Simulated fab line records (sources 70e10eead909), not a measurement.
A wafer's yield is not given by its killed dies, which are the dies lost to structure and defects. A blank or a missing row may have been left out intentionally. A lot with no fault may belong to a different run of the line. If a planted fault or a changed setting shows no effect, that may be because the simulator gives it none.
fab line records -- flow nand-harc
record: lots: 14, wafers: 42, last-day: 30
route steps=1302 shown A_DECK1_JOINT@527 A_ONON_D2@565 A_CHANNEL_HOLE_D2@585 END@1302
lots with no fault: from the same line, run without faults
start-h: the number of hours between the record's first day and the start of the first shown wafer of the lot -- wait-h: hours since the lot's step before -- " identical to the entry in the row above -- L1.1+2: a row that stands for several wafers -- - no value present, or no start provided -- * or withheld: withheld -- < > ~ a bound
route shown NAME@n: a module of which the file shows steps, and the number in the route of the first -- usual: average and standard deviation across the fault-free wafers -- same: alike in all rows -- chamber/n: place in a boat -- sites: readings site by site -- _std_site: standard deviation of those values -- _edge_site: outer sites' mean less inner sites' -- radius-mm: for every site, how far away it sits from the centre of the wafer -- mask NAME#n: copy n -- behind: tool/chamber where the wafer was last shaped -- hold: reason for holding the lot/hours on hold/outcome of the hold -- device: transistor that didn't switch, given as n, p or np -- end of line: tests of these same wafers at the route's end -- for a step that has no rows: nothing shown but its recipe -- killed: dies lost to structure and defects at the first sort, not the wafer's yield -- map: per-die view of a wafer (x killed, . not killed, _ where there is no die)
set.NAME: the run value of the setting; set.NAME@STEP: its run value at that earlier step -- model.NAME: the simulator's own value behind a step, which no gauge read
the route's steps for a sample of lots (tables are steps, rows are wafers)
services: a tool's chamber out of use, with start hour (start-h, from the record's first day; less than 0 if before it), hours out, and reason
== steps ==
step: NHARC_A_DECK1_JOINT_CMP_13
recipe: target-thk-nm: 51.023
usual: motor-current-A: 11.6/0.95, time-to-endpoint-s: 8.5/2.3
lot.wafer,tool,chamber,start-h,wait-h,motor-current-A,time-to-endpoint-s
L496.3,cmp-01,0,229.90,0.4,11.2,6.8
L496.2,cmp-01,2,229.90,0.4,10.0,7.9
L496.6,cmp-01,0,229.90,0.4,11.6,6.9
L498.4,cmp-03,0,249.63,0.4,11.3,5.3
L498.2,cmp-03,2,249.63,0.4,12.6,7.8
L498.5,cmp-03,0,249.63,0.4,12.2,6.6
L500.4,cmp-02,2,261.84,0.4,11.7,5.8
L500.1,cmp-02,1,261.84,0.4,10.1,9.3
L500.6,cmp-02,2,261.84,0.4,11.5,7.2
L501.3,cmp-03,0,275.14,0.4,11.3,7.8
L501.2,cmp-03,1,275.14,0.4,12.1,10.3
L501.6,cmp-03,3,275.14,0.4,11.5,6.8
L499.3,cmp-03,0,282.04,0.4,11.2,12.4
L499.4,cmp-03,2,282.04,0.4,12.2,8.6
L499.5,cmp-03,0,282.04,0.4,11.5,7.6
L502.3,cmp-02,0,285.91,0.4,13.0,7.7
L502.1,cmp-02,1,285.91,0.4,10.4,9.4
L502.5,cmp-02,2,285.91,0.4,11.5,13.0
L503.1,cmp-01,1,312.54,0.4,10.8,5.1
L503.4,cmp-01,0,312.54,0.4,11.5,8.6
L503.6,cmp-01,1,312.54,0.4,11.0,7.6
L505.2,cmp-02,2,321.99,0.4,11.4,11.5
L505.1,cmp-02,0,321.99,0.4,12.5,7.5
L505.6,cmp-02,2,321.99,0.4,11.5,12.6
L507.1,cmp-03,1,330.70,0.4,12.0,8.4
L507.3,cmp-03,3,330.70,0.4,11.8,3.3
L507.6,cmp-03,2,330.70,0.4,12.6,5.8
L506.4,cmp-01,0,330.73,0.4,11.9,10.6
L506.2,cmp-01,1,330.73,0.4,10.7,9.5
L506.1,cmp-01,2,330.73,0.4,10.4,9.6
L508.2,cmp-01,3,352.42,0.4,13.3,8.9
L508.3,cmp-01,1,352.42,0.4,11.4,7.3
L508.6,cmp-01,3,352.42,0.4,13.6,9.0
L514.3,cmp-01,2,398.71,0.4,11.0,11.2
L514.5,cmp-01,0,398.71,0.4,11.5,13.0
L514.6,cmp-01,1,398.71,0.4,10.7,12.3
L513.1,cmp-03,1,398.73,0.4,12.2,7.3
L513.5,cmp-03,2,398.73,0.4,13.3,5.8
L513.6,cmp-03,3,398.73,0.4,12.3,3.1
L516.4,cmp-02,3,418.42,0.4,10.8,6.3
L516.6,cmp-02,2,418.42,0.4,10.9,8.0
L516.5,cmp-02,3,418.42,0.4,11.4,6.2
step: NHARC_A_ONON_D2_THK_MEAS_30
recipe: thk-meas-gauge: ellipsometry
usual: thk-nm: 1000/11
lot.wafer,tool,chamber,start-h,wait-h,thk-nm
L496.2,film-metro-01,-,266.94,-,998
L496.3,film-metro-01,-,266.94,-,998
L496.6,film-metro-01,-,266.94,-,999
L498.2,film-metro-01,-,285.70,-,997
L498.4,film-metro-01,-,285.70,-,998
L498.5,film-metro-01,-,285.70,-,996
L500.1,film-metro-01,-,297.65,-,998
L500.4,film-metro-01,-,297.65,-,999
L500.6,film-metro-01,-,297.65,-,997
L501.2,film-metro-01,-,311.62,-,980
L501.3,film-metro-01,-,311.62,-,977
L501.6,film-metro-01,-,311.62,-,978
L499.3,film-metro-02,-,323.59,-,1013
L499.4,film-metro-02,-,323.59,-,1015
L499.5,film-metro-02,-,323.59,-,1013
L502.1,film-metro-01,-,323.60,-,990
L502.3,film-metro-01,-,323.60,-,990
L502.5,film-metro-01,-,323.60,-,989
L503.1,film-metro-01,-,354.67,-,1023
L503.4,film-metro-01,-,354.67,-,1020
L503.6,film-metro-01,-,354.67,-,1022
L505.1,film-metro-01,-,358.18,-,986
L505.2,film-metro-01,-,358.18,-,984
L505.6,film-metro-01,-,358.18,-,986
L506.1,film-metro-01,-,370.90,-,992
L506.2,film-metro-01,-,370.90,-,990
L506.4,film-metro-01,-,370.90,-,991
L507.1,film-metro-02,-,370.91,-,1006
L507.3,film-metro-02,-,370.91,-,1005
L507.6,film-metro-02,-,370.91,-,1003
L508.2,film-metro-02,-,389.54,-,1013
L508.3,film-metro-02,-,389.54,-,1013
L508.6,film-metro-02,-,389.54,-,1015
L514.3,film-metro-01,-,432.08,-,993
L514.5,film-metro-01,-,432.08,-,994
L514.6,film-metro-01,-,432.08,-,994
L513.1,film-metro-01,-,432.09,-,984
L513.5,film-metro-01,-,432.09,-,986
L513.6,film-metro-01,-,432.09,-,985
L516.4,film-metro-02,-,454.27,-,1004
L516.5,film-metro-02,-,454.27,-,1007
L516.6,film-metro-02,-,454.27,-,1006
step: NHARC_A_ONON_D2_DEP_33
recipe: target-thk-a: 2000, temp-c: 400, pressure-torr: 6.5, rf-w: 900, teos-flow-sccm: 161.4, flow-sccm: 2650, target-thk-nm: 200, gas: O2, material: SiO2
usual: chamber-pressure-Torr: 6.502/0.015, flow-sccm: 2651/7.7, heater-power-w: 557/75, throttle-valve-pct: 15.7/0.4
lot.wafer,tool,chamber,start-h,wait-h,chamber-pressure-Torr,flow-sccm,heater-power-w,throttle-valve-pct
L496.2,pecvd-04,2,267.00,0.1,6.483,2647,564,15.6
L496.3,pecvd-04,0,267.00,0.1,6.518,2648,494,15.9
L496.6,pecvd-04,2,267.00,0.1,6.470,2649,556,15.9
L498.2,pecvd-03,1,285.85,0.1,6.500,2666,553,15.8
L498.4,pecvd-03,2,285.85,0.1,6.486,2654,566,15.5
L498.5,pecvd-03,1,285.85,0.1,6.510,2664,548,15.7
L500.1,pecvd-03,2,297.79,0.1,6.530,2653,550,15.5
L500.4,pecvd-03,0,297.79,0.1,6.497,2643,667,15.0
L500.6,pecvd-03,2,297.79,0.1,6.504,2650,570,16.0
L501.2,pecvd-03,1,311.72,0.1,6.538,2655,575,15.7
L501.3,pecvd-03,2,311.72,0.1,6.493,2643,531,15.4
L501.6,pecvd-03,0,311.72,0.1,6.496,2659,628,15.3
L502.3,pecvd-02,1,323.66,0.1,6.511,2661,550,15.8
L502.1,pecvd-02,2,323.66,0.1,6.489,2652,684,15.5
L502.5,pecvd-02,1,323.66,0.1,6.502,2658,565,15.6
L499.3,pecvd-03,2,323.74,0.1,6.515,2663,610,15.9
L499.4,pecvd-03,0,323.74,0.1,6.517,2654,636,15.3
L499.5,pecvd-03,1,323.74,0.1,6.489,2646,451,15.8
L503.1,pecvd-02,0,354.73,0.1,6.516,2648,514,15.6
L503.6,pecvd-02,0,354.73,0.1,6.503,2656,515,16.0
L503.4,pecvd-02,2,354.73,0.1,6.533,2651,575,15.7
L505.1,pecvd-04,0,358.24,0.1,6.518,2646,521,16.1
L505.2,pecvd-04,2,358.24,0.1,6.509,2657,515,15.7
L505.6,pecvd-04,0,358.24,0.1,6.492,2640,543,16.3
L506.2,pecvd-04,0,370.96,0.1,6.479,2633,623,16.0
L506.1,pecvd-04,2,370.96,0.1,6.525,2650,570,16.2
L506.4,pecvd-04,2,370.96,0.1,6.501,2653,584,16.1
L507.3,pecvd-02,0,371.01,0.1,6.509,2651,530,15.7
L507.1,pecvd-02,1,371.01,0.1,6.495,2655,534,15.9
L507.6,pecvd-02,1,371.01,0.1,6.489,2659,547,16.0
L508.3,pecvd-03,1,389.60,0.1,6.519,2649,604,16.0
L508.2,pecvd-03,2,389.60,0.1,6.506,2655,559,15.1
L508.6,pecvd-03,0,389.60,0.1,6.517,2656,650,14.7
L514.3,pecvd-03,2,432.17,0.1,6.503,2646,583,15.3
L514.6,pecvd-03,2,432.17,0.1,6.502,2640,591,15.1
L514.5,pecvd-03,0,432.17,0.1,6.508,2651,658,15.1
L513.1,pecvd-02,0,432.23,0.1,-,-,-,-
L513.6,pecvd-02,0,432.23,0.1,-,-,-,-
L513.5,pecvd-02,1,432.23,0.1,-,-,-,-
L516.5,pecvd-03,1,454.46,0.2,-,-,-,-
L516.4,pecvd-03,2,454.46,0.2,-,-,-,-
L516.6,pecvd-03,0,454.46,0.2,-,-,-,-
step: NHARC_A_CHANNEL_HOLE_D2_DESCUM_15
recipe: time-s: 3, o2-flow-sccm: 200, ar-flow-sccm: 0, bias-power-w: 0, chemistry: O2
usual: drypump-motor-current-A: 5.8/0.35, oes-product-au: 1.001/0.01, rf-vpp-V: 57.8/0.81, showerhead-plenum-p-Torr: 1.92/0.068, throttle-valve-pct: 11.312/0.0094
lot.wafer,tool,chamber,start-h,wait-h,drypump-motor-current-A,oes-product-au,rf-hours-counter-h,rf-vpp-V,showerhead-plenum-p-Torr,throttle-valve-pct
L496.3,rie-diel-05,1,272.84,0.1,5.8,1.002,3,57.9,1.98,11.303
L496.2,rie-diel-05,2,272.84,0.1,5.8,0.990,3,58.3,1.99,11.312
L496.6,rie-diel-05,0,272.84,0.1,6.2,0.995,-,56.6,1.86,11.309
L498.4,rie-diel-05,1,292.09,0.1,5.8,1.000,4,57.1,1.98,11.313
L498.2,rie-diel-05,0,292.09,0.1,6.2,0.995,4,57.1,1.86,11.313
L498.5,rie-diel-05,2,292.09,0.1,5.8,0.989,-,57.8,1.99,11.315
L500.4,rie-diel-06,0,301.26,0.1,5.5,1.004,0,58.9,1.86,11.326
L500.1,rie-diel-06,1,301.26,0.1,5.8,1.002,0,58.1,1.92,11.300
L500.6,rie-diel-06,3,301.26,0.1,5.2,1.006,-,56.8,1.81,11.299
L501.3,rie-diel-10,0,315.75,0.1,6.6,1.009,4,58.5,1.88,11.318
L501.2,rie-diel-10,2,315.75,0.1,5.3,1.013,4,57.5,1.82,11.292
L501.6,rie-diel-10,0,315.75,0.1,6.6,1.007,-,56.3,1.88,11.317
L499.3,rie-diel-05,0,327.01,0.1,6.2,0.997,7,57.5,1.86,11.299
L499.4,rie-diel-05,2,327.01,0.1,5.8,0.999,6,56.8,1.99,11.321
L499.5,rie-diel-05,1,327.01,0.1,5.8,0.999,-,57.9,1.98,11.311
L502.3,rie-diel-10,1,327.16,0.1,6.4,1.007,5,58.0,1.99,11.298
L502.1,rie-diel-10,0,327.16,0.1,6.6,0.999,4,57.0,1.88,11.315
L502.5,rie-diel-10,1,327.16,0.1,6.4,1.002,-,57.8,1.99,11.314
L503.1,rie-diel-05,2,358.73,0.1,5.8,1.000,8,57.1,1.99,11.317
L503.4,rie-diel-05,3,358.73,0.1,5.8,0.997,11,59.4,1.95,11.313
L503.6,rie-diel-05,0,358.73,0.1,6.2,0.992,-,57.4,1.86,11.315
L505.1,rie-diel-05,3,365.31,0.1,5.7,0.989,12,57.5,1.95,11.313
L505.2,rie-diel-05,0,365.31,0.1,6.1,0.995,12,59.0,1.85,11.305
L505.6,rie-diel-05,3,365.31,0.1,5.7,0.989,-,58.2,1.95,11.307
L506.1,rie-diel-06,1,374.35,0.1,5.8,1.003,3,57.5,1.92,11.288
L506.4,rie-diel-06,2,374.35,0.1,5.9,1.008,3,58.5,2.01,11.332
L506.2,rie-diel-06,3,374.35,0.1,5.3,1.002,3,58.2,1.81,11.315
L507.1,rie-diel-05,0,374.48,0.1,6.2,0.999,13,57.7,1.85,11.307
L507.3,rie-diel-05,2,374.48,0.1,5.8,1.009,9,58.7,1.99,11.320
L507.6,rie-diel-05,1,374.48,0.1,5.8,1.002,-,58.6,1.98,11.318
L508.2,rie-diel-05,0,398.24,0.1,6.2,0.985,0,57.0,1.85,11.320
L508.3,rie-diel-05,2,398.24,0.1,5.8,1.014,0,58.0,1.99,11.309
L508.6,rie-diel-05,1,398.24,0.1,5.8,1.002,-,59.1,1.98,11.319
L514.3,rie-diel-05,1,436.70,0.1,5.8,1.003,2,57.5,1.98,11.330
L514.5,rie-diel-05,2,436.70,0.1,5.8,1.016,-,57.9,1.99,11.310
L514.6,rie-diel-05,1,436.70,0.1,5.8,1.010,-,58.9,1.98,11.311
step: NHARC_END_SORT_01
recipe: temp-c: 25
usual: defect-limited-yield: 90.1/2.5, killed-at-array: 62/18, killed-at-other: 0.9/1.2, killed-at-periphery: 4.2/2.9, killed-dies: 67/17, killed-open: 3.6/1.9, killed-short: 2.5/1.6
same: gross-dies: 677
lot.wafer,tool,chamber,start-h,wait-h,defect-limited-yield[%],killed-at-array,killed-at-other,killed-at-periphery,killed-dies,killed-open,killed-short
L500.1,prober-01,0,601.80,2.5,86.6,89,1,1,91,4,6
L500.4,prober-01,0,604.22,3.4,91.7,55,0,1,56,5,1
L500.6,prober-01,0,605.84,4.0,87.9,77,0,5,82,5,3
L498.2,prober-02,0,602.33,2.8,88.5,69,5,4,78,6,2
L498.4,prober-02,0,603.92,3.4,89.8,66,1,2,69,6,3
L498.5,prober-02,0,604.72,3.7,90.0,62,2,4,68,5,1
L503.1,prober-02,0,624.80,2.5,87.6,80,0,4,84,2,2
L503.4,prober-02,0,627.22,3.4,86.1,93,0,1,94,3,0
L503.6,prober-02,0,628.83,4.0,86.3,89,0,4,93,6,4
L505.1,prober-02,0,637.62,2.5,91.1,58,1,1,60,3,0
L505.2,prober-02,0,638.42,2.8,91.3,53,3,3,59,3,7
L505.6,prober-02,0,641.63,4.0,91.9,51,0,4,55,2,4
L507.1,prober-01,0,647.54,2.5,90.3,61,2,3,66,1,3
L507.3,prober-01,0,649.15,3.1,89.2,62,4,7,73,2,1
L507.6,prober-01,0,651.58,4.0,91.7,48,1,7,56,0,2
L506.1,prober-02,0,647.57,2.5,89.2,72,0,1,73,4,1
L506.2,prober-02,0,648.37,2.8,88.8,75,0,1,76,1,5
L506.4,prober-02,0,649.95,3.4,89.1,73,0,1,74,3,2
L508.2,prober-02,0,667.73,2.8,92.9,41,0,7,48,1,3
L508.3,prober-02,0,668.52,3.1,92.8,42,3,4,49,2,5
L508.6,prober-02,0,670.90,4.0,94.1,31,1,8,40,2,1
L514.3,prober-02,0,711.57,3.1,90.1,54,5,8,67,4,1
L514.5,prober-02,0,713.19,3.7,89.5,61,1,9,71,7,3
L514.6,prober-02,0,714.00,4.1,90.4,59,2,4,65,7,5
killed by level:class
L500.1 A_CHANNEL_HOLE_D2:chamber-film-flake=34 A_CHANNEL_HOLE_D1:chamber-film-flake=31 A_STAIRCASE:chamber-film-flake=5 A_SGD_CUT:chamber-film-flake=3 A_CONTACT:chamber-film-flake=3 A_WL_FILL:geometric-particle:short=2 A_WL_FILL:chamber-film-flake=2 A_CHANNEL_FILL_D1:geometric-particle:short=1
L498.2 A_CHANNEL_HOLE_D2:chamber-film-flake=28 A_SLIT:chamber-film-flake=22 A_CHANNEL_HOLE_D1:chamber-film-flake=4 THIN_TSV:chamber-film-flake=4 A_DECK1_JOINT:chamber-film-flake=3 A_CONTACT:chamber-film-flake=3 P_CONTACT:geometric-particle:open=2 A_ZERO_WELL:chamber-film-flake=2
L498.4 A_SLIT:chamber-film-flake=24 A_CHANNEL_HOLE_D2:chamber-film-flake=23 A_CONTACT:chamber-film-flake=5 A_STAIRCASE:chamber-film-flake=3 A_M0:geometric-particle:open=2 P_M1:geometric-particle:open=1 A_CHANNEL_HOLE_D2:geometric-particle:open=1 A_CHANNEL_HOLE_D2:geometric-particle:short=1
L500.4 A_CHANNEL_HOLE_D2:chamber-film-flake=22 A_CHANNEL_HOLE_D1:chamber-film-flake=21 A_BLC:geometric-particle:open=2 A_STAIRCASE:chamber-film-flake=2 A_SGD_CUT:chamber-film-flake=2 A_CONTACT:chamber-film-flake=2 P_CONTACT:geometric-particle:open=1 A_DECK1_JOINT:geometric-particle:open=1
L498.5 A_CHANNEL_HOLE_D2:chamber-film-flake=24 A_SLIT:chamber-film-flake=22 A_CONTACT:chamber-film-flake=5 A_CONTACT:geometric-particle:open=2 THIN_TSV:chamber-film-flake=2 P_BONDPAD:chamber-film-flake=2 A_STAIRCASE:chamber-film-flake=2 A_ONON_D1:geometric-particle:open=1
L500.6 A_CHANNEL_HOLE_D2:chamber-film-flake=32 A_CHANNEL_HOLE_D1:chamber-film-flake=26 A_STAIRCASE:chamber-film-flake=7 A_SGD_CUT:chamber-film-flake=3 A_CONTACT:chamber-film-flake=3 P_M1:chamber-film-flake=2 P_STI:geometric-particle:short=1 P_STI:geometric-particle:open=1
L503.1 A_CHANNEL_HOLE_D1:chamber-film-flake=28 A_SLIT:chamber-film-flake=24 A_CHANNEL_HOLE_D2:chamber-film-flake=15 A_WL_FILL:chamber-film-flake=3 A_WL_FILL:geometric-particle:short=2 P_STI:chamber-film-flake=2 P_GATE:chamber-film-flake=2 A_STAIRCASE:chamber-film-flake=2
L503.4 A_CHANNEL_HOLE_D1:chamber-film-flake=39 A_SLIT:chamber-film-flake=28 A_CHANNEL_HOLE_D2:chamber-film-flake=13 A_CHANNEL_FILL_D1:chamber-film-flake=3 A_WL_FILL:chamber-film-flake=3 A_M1:chamber-film-flake=2 A_SOURCE_PLATE:geometric-particle:open=1 A_ONON_D1:geometric-particle:open=1
L503.6 A_SLIT:chamber-film-flake=31 A_CHANNEL_HOLE_D1:chamber-film-flake=29 A_CHANNEL_HOLE_D2:chamber-film-flake=13 A_M1:chamber-film-flake=5 A_CHANNEL_FILL_D1:geometric-particle:short=2 P_CONTACT:geometric-particle:open=1 P_M0:geometric-particle:open=1 P_M1:geometric-particle:open=1
L505.1 A_CHANNEL_HOLE_D1:chamber-film-flake=32 A_CHANNEL_HOLE_D2:chamber-film-flake=16 A_CHANNEL_FILL_D1:geometric-particle:open=2 A_DECK1_JOINT:chamber-film-flake=2 A_SLIT:chamber-film-flake=2 A_ONON_D2:geometric-particle:open=1 P_ZERO_WELL:chamber-film-flake=1 A_CHANNEL_FILL_D2:chamber-film-flake=1
L505.2 A_CHANNEL_HOLE_D1:chamber-film-flake=23 A_CHANNEL_HOLE_D2:chamber-film-flake=16 A_M0:geometric-particle:short=2 A_SLIT:chamber-film-flake=2 A_CONTACT:chamber-film-flake=2 THIN_TSV:chamber-film-flake=2 P_M1:geometric-particle:open=1 P_M1:geometric-particle:short=1
L505.6 A_CHANNEL_HOLE_D1:chamber-film-flake=28 A_CHANNEL_HOLE_D2:chamber-film-flake=16 A_DECK1_JOINT:chamber-film-flake=2 A_CONTACT:chamber-film-flake=2 P_STI:geometric-particle:short=1 P_M0:geometric-particle:short=1 P_M1:geometric-particle:open=1 A_ONON_D1:geometric-particle:short=1
L507.1 A_SLIT:chamber-film-flake=19 A_CHANNEL_HOLE_D1:chamber-film-flake=13 A_CHANNEL_HOLE_D2:chamber-film-flake=12 A_CONTACT:chamber-film-flake=4 P_STI:chamber-film-flake=3 A_SGD_CUT:chamber-film-flake=3 A_CHANNEL_FILL_D1:chamber-film-flake=2 A_CHANNEL_FILL_D2:chamber-film-flake=2
L506.1 A_SLIT:chamber-film-flake=38 A_CHANNEL_HOLE_D1:chamber-film-flake=25 A_M0:geometric-particle:open=2 A_STAIRCASE:chamber-film-flake=2 A_SGD_CUT:chamber-film-flake=2 P_GATE:geometric-particle:short=1 A_CHANNEL_HOLE_D1:geometric-particle:open=1 A_CHANNEL_FILL_D1:geometric-particle:open=1
L506.2 A_CHANNEL_HOLE_D1:chamber-film-flake=37 A_SLIT:chamber-film-flake=28 A_CHANNEL_FILL_D1:geometric-particle:short=4 A_STAIRCASE:chamber-film-flake=2 A_CHANNEL_FILL_D2:geometric-particle:short=1 A_WL_FILL:geometric-particle:open=1 P_STI:chamber-film-flake=1 A_SGD_CUT:chamber-film-flake=1
L507.3 A_SLIT:chamber-film-flake=23 A_CHANNEL_HOLE_D2:chamber-film-flake=13 A_CHANNEL_HOLE_D1:chamber-film-flake=9 A_SGD_CUT:chamber-film-flake=6 P_STI:chamber-film-flake=5 A_CONTACT:chamber-film-flake=5 THIN_TSV:chamber-film-flake=4 A_CHANNEL_FILL_D1:geometric-particle:open=1
L506.4 A_CHANNEL_HOLE_D1:chamber-film-flake=34 A_SLIT:chamber-film-flake=28 A_SGD_CUT:chamber-film-flake=4 A_CONTACT:chamber-film-flake=2 A_ONON_D1:geometric-particle:short=1 A_CHANNEL_HOLE_D1:geometric-particle:open=1 A_CHANNEL_FILL_D1:geometric-particle:open=1 A_CHANNEL_FILL_D1:geometric-particle:short=1
L507.6 A_SLIT:chamber-film-flake=24 A_CHANNEL_HOLE_D2:chamber-film-flake=9 P_STI:chamber-film-flake=4 A_CHANNEL_HOLE_D1:chamber-film-flake=4 A_SGD_CUT:chamber-film-flake=4 P_GATE:chamber-film-flake=2 A_WL_FILL:chamber-film-flake=2 A_CONTACT:chamber-film-flake=2
L508.2 A_CHANNEL_HOLE_D2:chamber-film-flake=19 A_CHANNEL_HOLE_D1:chamber-film-flake=8 P_BONDPAD:chamber-film-flake=4 A_SLIT:chamber-film-flake=4 A_STAIRCASE:chamber-film-flake=3 P_GATE:chamber-film-flake=2 A_CHANNEL_FILL_D1:geometric-particle:short=1 A_DECK1_JOINT:geometric-particle:short=1
L508.3 A_CHANNEL_HOLE_D2:chamber-film-flake=20 A_CHANNEL_HOLE_D1:chamber-film-flake=10 A_SLIT:chamber-film-flake=4 STARTING-WAFER:geometric-particle:short=2 A_BLC:chamber-film-flake=2 P_CONTACT:geometric-particle:open=1 P_CONTACT:geometric-particle:short=1 A_CHANNEL_HOLE_D1:geometric-particle:open=1
L508.6 A_CHANNEL_HOLE_D2:chamber-film-flake=14 A_CHANNEL_HOLE_D1:chamber-film-flake=8 P_BONDPAD:chamber-film-flake=5 A_SLIT:chamber-film-flake=2 A_CONTACT:chamber-film-flake=2 A_BLC:chamber-film-flake=2 P_CONTACT:geometric-particle:open=1 A_DECK1_JOINT:geometric-particle:short=1
L514.3 A_SLIT:chamber-film-flake=38 P_BONDPAD:chamber-film-flake=5 A_CHANNEL_HOLE_D1:chamber-film-flake=5 A_STAIRCASE:chamber-film-flake=5 THIN_TSV:chamber-film-flake=5 P_CONTACT:geometric-particle:open=1 A_CHANNEL_FILL_D2:geometric-particle:short=1 A_STAIRCASE:geometric-particle:open=1
L514.5 A_SLIT:chamber-film-flake=33 A_CHANNEL_HOLE_D1:chamber-film-flake=8 A_STAIRCASE:chamber-film-flake=6 A_CONTACT:chamber-film-flake=5 P_GATE:chamber-film-flake=3 P_BONDPAD:chamber-film-flake=3 A_M0:geometric-particle:open=2 P_GATE:geometric-particle:open=1
L514.6 A_SLIT:chamber-film-flake=29 A_CHANNEL_HOLE_D1:chamber-film-flake=8 A_STAIRCASE:chamber-film-flake=8 A_DECK1_JOINT:geometric-particle:open=4 A_ONON_D2:geometric-particle:short=2 P_BONDPAD:chamber-film-flake=2 A_CONTACT:chamber-film-flake=2 THIN_TSV:chamber-film-flake=2
== services ==
tool,chamber,start-h,hours,kind
cmp-02,-,208.58,4.0,pm
cmp-01,-,228.25,0.3,repair
rie-diel-05,0,233.95,4.3,repair
cmp-03,-,236.14,4.0,pm
cmp-01,-,259.50,4.0,pm
cmp-02,-,263.66,2.1,repair
rie-diel-05,0,273.77,4.3,repair
rie-diel-05,3,274.65,1.6,repair
cmp-03,-,276.59,0.9,repair
rie-diel-05,3,299.85,8.7,repair
cmp-02,-,306.58,4.0,pm
cmp-03,-,334.14,4.0,pm
rie-diel-05,0,336.99,3.2,repair
cmp-01,-,341.52,3.5,repair
rie-diel-05,2,342.48,4.2,repair
pecvd-03,-,346.85,13.0,pm
cmp-01,-,357.50,4.0,pm
rie-diel-05,1,363.69,1.4,repair
cmp-03,-,365.41,0.4,repair
rie-diel-05,-,382.60,9.0,pm
pecvd-03,2,392.30,4.0,repair
rie-diel-05,0,424.21,52.0,repair
pecvd-03,-,424.43,0.6,repair
cmp-03,-,432.14,4.0,pm
== key ==
first-sign: step: NHARC_A_ONON_D2_DEP_33, reading: tool-record, direction: missing
effect none on later readings
met-at NHARC_A_ONON_D2_DEP_33
struck-lots L513,L516
scrapped-behind NHARC_A_ONON_D2_THK_MEAS_34 L513.1,L513.5,L513.6,L516.4,L516.5,L516.6
not-acting-at NHARC_A_DECK1_JOINT_CMP_13,NHARC_A_ONON_D2_THK_MEAS_30,NHARC_A_CHANNEL_HOLE_D2_DESCUM_15
onset-between 389.60 432.23
fault: kind: skipped-step-whole, tool: pecvd-02,pecvd-03, chamber: -, onset-h: 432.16, steps: NHARC_A_ONON_D2_DEP_33, scope: struck-lots-only
